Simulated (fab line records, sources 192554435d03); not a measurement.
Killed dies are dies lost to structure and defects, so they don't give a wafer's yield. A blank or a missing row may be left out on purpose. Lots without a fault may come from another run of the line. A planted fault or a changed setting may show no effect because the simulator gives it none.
A struck lot beside a sound one | flow n5_finfet | 36 steps out of a route of 1938
Sound: wafers L869.1, L869.3, L869.6. Struck: wafer L875.1. (L875.2, L875.6 of the same lot were not struck and are left out.) The cause comes at the end.
At each step with rows: each side's tool, then ch and its chambers, then its first start. Under that, the readings that differ: sound wafers | struck wafers | difference of the means | sigmas: that difference in standard deviations of wafers without a fault.
alike: readings whose means differ by less than 2 such deviations, and words and numbers that are the same on both sides. not compared: withheld readings, readings that some wafer has no value for, bounds like >300 that may hide the same value, and numbers for which the record gives no deviation and whose values overlap.
The two part at a step that has a row with sigmas, a row that says differs or no value, or rows on one side only. Numbers that don't overlap but have no deviation are shown without sigmas and don't part them. A reading that every wafer of one side lacks parts them only if that side has two wafers or more.

first, 9 steps without rows for these wafers: N5_MOL_CONTACT_COAG_COAT_02 (resist thk 30 nm); N5_MOL_CONTACT_COAG_EBR_04; N5_MOL_CONTACT_COAG_SOFTBAKE_03 (time 60 s); N5_MOL_CONTACT_COAG_EXPOSE_05 (exposes mask CA, defocus 0 nm); N5_MOL_CONTACT_COAG_PEB_06 (peb time 60 s); N5_MOL_CONTACT_COAG_DEVELOP_07 (develop time 30 s); N5_MOL_CONTACT_COAG_DESCUM_13 (chemistry O2, time 7 s); N5_MOL_CONTACT_COAG_ETCH_59 (etches underlayer in N2/H2, target depth 13 nm, time 10.4 s); N5_MOL_CONTACT_COAG_ETCH_105 (etches SiARC in CF4, target depth 15.6 nm, time 26 s).
N5_MOL_CONTACT_COAG_ETCH_106: etches SOC in N2/H2, target depth 80 nm, overetch 16 nm, time 120 s.
  sound on rie_diel-01 ch 1,2, day 8 10:56; struck on rie_diel-04 ch 3, day 9 21:35
  reading                                              | sound             | struck | difference | sigmas
  drypump_motor_current_A (A)                          | 5.78 5.62 5.79    | 5.20   | -0.53      | -2
  model.etch.depth_nm (nm)                             | 80.12 79.92 79.95 | 74.91  | -5.09      |
  model.SiARC_of_MOL_CONTACT_COAG_COAT_104.thk_nm (nm) | 6.6 6.4 6.6       | 7.6    | +1.1       |
  model.MOL_CONTACT_COAG.cd_offset_nm (nm)             | 0.2 0 0.2         | -0.2   | -0.3       |
  alike: oes_product_au, rf_vpp_V, showerhead_plenum_p_Torr, temp_c, throttle_valve_pct
  not compared: rf_hours_counter_h
then, 5 steps without rows for these wafers: N5_MOL_CONTACT_COAG_STRIP_107 (strips in N2/H2); N5_MOL_CONTACT_COAG_STRIP_108 (strips in N2/H2); N5_MOL_CONTACT_COAG_CONTACT_ETCH_14 (etches SiO2 in C4F6/O2, target depth 27.5 nm, overetch 8.5 nm, time 20 s); N5_MOL_CONTACT_COAG_STRIP_109 (strips in C4F6/O2); N5_MOL_CONTACT_COAG_ETCH_15 (etches SiNx in CH3F/O2, stops on Si:P, target depth 7 nm).
N5_MOL_CONTACT_COAG_ETCH_110: etches Si in CF4/O2, target depth 2.5 nm, time 8 s.
  sound on rie_diel-01 ch 1,2, day 8 11:08; struck on rie_diel-04 ch 3, day 9 21:47
  reading                                  | sound     | struck | difference | sigmas
  model.MOL_CONTACT_COAG.cd_offset_nm (nm) | 0 0.2 0.2 | -0.4   | -0.5       |
  alike: drypump_motor_current_A, oes_product_au, rf_vpp_V, showerhead_plenum_p_Torr, throttle_valve_pct
  not compared: rf_hours_counter_h
then, 19 steps without rows for these wafers: N5_MOL_CONTACT_COAG_STRIP_98 (strips in N2/H2); N5_MOL_CONTACT_COAG_IMPLANT_129; N5_MOL_CONTACT_COAG_PRECLEAN_111 (cleans in NF3:NH3, afs cycles 1, time 20 s, sublimation time 60 s); N5_MOL_CONTACT_COAG_TI_SIL_19 (material Ti, target thk 4.2 nm, time 15 s); N5_MOL_CONTACT_COAG_ALD_20 (deposits TiN, target thk 1.5 nm, pulse time 1 s, purge time 3 s); N5_MOL_CONTACT_COAG_SIL_ANNEAL_21 (time 60 s); N5_MOL_CONTACT_COAG_PRE_CLEAN_141 (time 60 s); N5_MOL_CONTACT_COAG_SPUTTER_143 (material Co, target thk 2.5 nm); N5_MOL_CONTACT_COAG_CO_FILL_22 (material Co, precursor CCTBA/H2, target thk 20 nm); N5_MOL_CONTACT_COAG_ANNEAL_113 (time 300 s); N5_MOL_CONTACT_COAG_PRE_CLEAN_142 (time 60 s); N5_MOL_CONTACT_COAG_SPUTTER_130 (material Co, target thk 47.5 nm); N5_MOL_CONTACT_COAG_PRECLEAN_125 (cleans in DIW, time 57.5 s); N5_MOL_CONTACT_COAG_SRD_126 (dry time 32 s); N5_MOL_CONTACT_COAG_CMP_23 (polishes, stops on SiO2, t overpolish 1.5 s, target thk 0 nm); N5_MOL_CONTACT_COAG_WET_ETCH_26 (target Co, target depth 13 nm); N5_MOL_CONTACT_COAG_WET_ETCH_116 (etches the open film in SC1-inhibited, target depth 4.6 nm, rinse time 30 s); N5_MOL_CONTACT_COAG_ALD_27 (deposits SiOC, target thk 17 nm, pulse time 1.5 s, time 2720 s); N5_MOL_CONTACT_COAG_CMP_28 (polishes, stops on SiNx, t overpolish 0.85 s, target thk 14.522 nm).
-- the record jumps here: 10 days lie between the struck wafers' starts before and after (it left off in module MOL_CONTACT_COAG and takes up again in module PASSIVATION, whose first step shown is number 1936 of the route) --
N5_PASSIVATION_PROBE_49:
  the record has rows for the struck wafers here (prober-02, day 19 23:44) and none for the sound ones

WHERE THEY PART
First at N5_MOL_CONTACT_COAG_ETCH_106; last, within this record, at N5_PASSIVATION_PROBE_49.

WHY: what the simulator had put in
Process parameter drift: rie_diel-04, from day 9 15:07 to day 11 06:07, at N5_MOL_CONTACT_COAG_ETCH_106. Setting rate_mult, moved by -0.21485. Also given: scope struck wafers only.
